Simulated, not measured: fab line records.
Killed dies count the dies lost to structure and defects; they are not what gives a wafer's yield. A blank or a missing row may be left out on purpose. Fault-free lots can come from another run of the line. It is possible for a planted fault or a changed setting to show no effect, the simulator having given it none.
Code-filled problem report in 8D (eight disciplines) form | flow n5_finfet | the parts of the form that need people (team, actions taken, sign-off) are left out

== 1. WHAT WENT WRONG ==
Across 6 wafers from 2 lots, M2_OVL at N5_BEOL_M2_OVL_MEAS_12 averages 13.2 nm, while fault-free wafers read 0.4 nm with a standard deviation of 0.73. Measured from the usual mean, that is +18 standard deviations.
The first sign was on wafer L797.2 at day 10 08:02, on overlay-02. The record has a number at this step for 29 wafers belonging to 10 lots. Rule for "out" (also "out of limits"): further than 4 standard deviations from the usual mean. The other wafers with a number count as sound.

== 2. WHAT THIS IS AND IS NOT ==
question                    | is                     | is not
which readings at this step | M2_OVL                 | -
which lots                  | L797, L800             | L785, L786, L793, L798, L801, L802, L804, L805
which wafers of those lots  | all that have a number | -
read on which gauges        | overlay-01, overlay-02 | -
when                        | from day 10 08:02      | up to then (12 sound wafers); but 11 sound wafers of L801, L802, L804, L805 came after

== 3. THE SUSPECTS, EACH WITH WHAT RULES IT OUT ==
Counting: a tool at a process step up to the reading stays a suspect if it ran every lot that is out and no sound lot after the first of them.
- the gauge at N5_BEOL_M2_OVL_MEAS_12: ruled out. The wafers that are out were read on 2 gauges (overlay-01, overlay-02).
- pvd_sputter-02 at N5_BEOL_M1_ANNEAL_95 (time 240 s): ruled out as a lasting fault. After its first lot that is out, L797 (day 10 04:58), sound lots L805 ran on it.
- pecvd-01 at N5_BEOL_M2_PECVD_72 (deposits SiO2 from TEOS/O2, target thk 16 nm, time 18 s): kept. It processed each lot that is out, first L797 at day 10 06:21, and no sound lot thereafter; up to then, the last sound lot it processed was L786 at day 7 02:43.
- euv_scanner-02 at N5_BEOL_M2_EXPOSE_08 (exposes mask M2): kept. It processed each lot that is out, first L797 at day 10 07:52, and no sound lot thereafter; up to then, the last sound lot it processed was L798 at day 9 22:04.
The count leaves euv_scanner-02 at N5_BEOL_M2_EXPOSE_08 and pecvd-01 at N5_BEOL_M2_PECVD_72.

== 4. THE CAUSE (what the simulator had put in) ==
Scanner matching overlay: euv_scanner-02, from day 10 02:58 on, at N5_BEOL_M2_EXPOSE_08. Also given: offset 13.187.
Counting leaves 2 suspects; this tool is one of them.

== 5. THE CHAIN OF EFFECTS, in route order ==
One row per reading whose mean, taken over the struck wafers that have a number, lies over 3 standard deviations from the usual. Readings are gone through only where the record gives a usual standard deviation; hours: the median, over the lots, of the time from a lot's start at the first step in this table giving one to that lot's start at this step; sigmas: the change measured in usual standard deviations.
hours | step                    | reading              | usual  | on struck wafers | change | sigmas
0     | N5_BEOL_M2_OVL_MEAS_12  | M2_OVL               | 0.4 nm | 13.2             | +12.8  | +18
181   | N5_PASSIVATION_PROBE_49 | defect_limited_yield | 91.2 % | 1.4              | -89.8  | -60
181   | N5_PASSIVATION_PROBE_49 | killed_at_M0_to_M3   | 36     | 1098             | +1062  | +99 or more
181   | N5_PASSIVATION_PROBE_49 | killed_dies          | 104    | 1163             | +1059  | +59
181   | N5_PASSIVATION_PROBE_49 | killed_on_rim        | 14     | 150              | +136   | +33
181   | N5_PASSIVATION_PROBE_49 | sort_bin_5_function  | 5.2 %  | 49.8             | +44.5  | +45
181   | N5_PASSIVATION_PROBE_49 | sort_n_pass          | 1076   | 17               | -1059  | -59
181   | N5_PASSIVATION_PROBE_49 | sort_yield_pct       | 91.2 % | 1.4              | -89.8  | -60
It contains these process steps:
- N5_PASSIVATION_PROBE_49
Later steps that measure or inspect, where all struck wafers having a row at the step show a number for every such reading and not one has moved that far: N5_BEOL_M4_RC_MEAS_101.

== 6. WHAT WOULD HAVE CAUGHT IT SOONER ==
In this record the first reading out of limits at a measuring or inspecting step was taken at day 10 08:02, 5 hours after the fault began at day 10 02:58.
Lots out: 2; of these, L800 started N5_BEOL_M2_EXPOSE_08 on euv_scanner-02 after day 10 08:02. Holding the tool at that time would have saved it.
